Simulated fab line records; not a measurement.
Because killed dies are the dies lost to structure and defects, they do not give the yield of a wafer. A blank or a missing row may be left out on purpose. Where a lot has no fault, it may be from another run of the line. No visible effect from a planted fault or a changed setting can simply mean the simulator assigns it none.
Matching of chambers | flow n5 finfet | rie diel-01 running N5_BEOL_M5_ETCH_62: 4 sister chambers
The step etches SOC in N2/H2, target depth 75 nm, overetch 15 nm, time 112.5 s. 8 wafers are shown with their chamber, then 11 later ones without.

== EACH WAFER AND ITS CHAMBER ==
wafer  | chamber | showerhead plenum p Torr (Torr) | drypump motor current A (A)
L083.5 | 2       | 2.40                            | 6.1
L085.4 | 1       | 2.52                            | 5.8
L085.6 | 0       | 2.64                            | 5.2
L086.1 | 0       | 2.64                            | 5.2
L086.2 | 1       | 2.51                            | 5.8
L087.2 | 2       | 2.40                            | 6.1
L087.6 | 3       | 2.47                            | 6.2
L090.2 | 3       | 2.47                            | 6.3

== WAFERS WITH NO CHAMBER GIVEN ==
wafer  | showerhead plenum p Torr (Torr) | drypump motor current A (A)
L090.3 | 2.64                            | 5.2
L090.4 | 2.51                            | 5.8
L093.1 | 2.46                            | 6.2
L093.2 | 2.63                            | 5.2
L093.3 | 2.47                            | 6.2
L094.4 | 2.46                            | 6.3
L094.5 | 2.63                            | 5.2
L094.6 | 2.51                            | 5.9
L095.2 | 2.51                            | 5.8
L095.4 | 2.63                            | 5.2
L095.5 | 2.51                            | 5.8

== WHICH CHAMBER EACH ONE RAN IN ==
wafer  | from the rows above | in truth
L090.3 | 0                   | 0
L090.4 | 1                   | 1
L093.1 | 3                   | 3
L093.2 | 0                   | 0
L093.3 | 3                   | 3
L094.4 | 3                   | 3
L094.5 | 0                   | 0
L094.6 | 1                   | 1
L095.2 | 1                   | 1
L095.4 | 0                   | 0
L095.5 | 1                   | 1
Correct placement for 11 of the 11. Number that these rows cannot place: 0. Wrongly placed: 0.
How it was worked out, from the rows above alone: a wafer's distance from a chamber is the root of the sum, over the readings, of the square of ((its reading less the chamber's mean) divided by the reading's scatter). The wafer belongs to the nearest chamber; if the next one is less than 2 further off, it can't be placed. A chamber's mean is the mean of its shown wafers. The scatter: take each reading less its chamber's mean, square it, sum over the shown wafers, divide by the number of wafers less the number of chambers, and take the root.
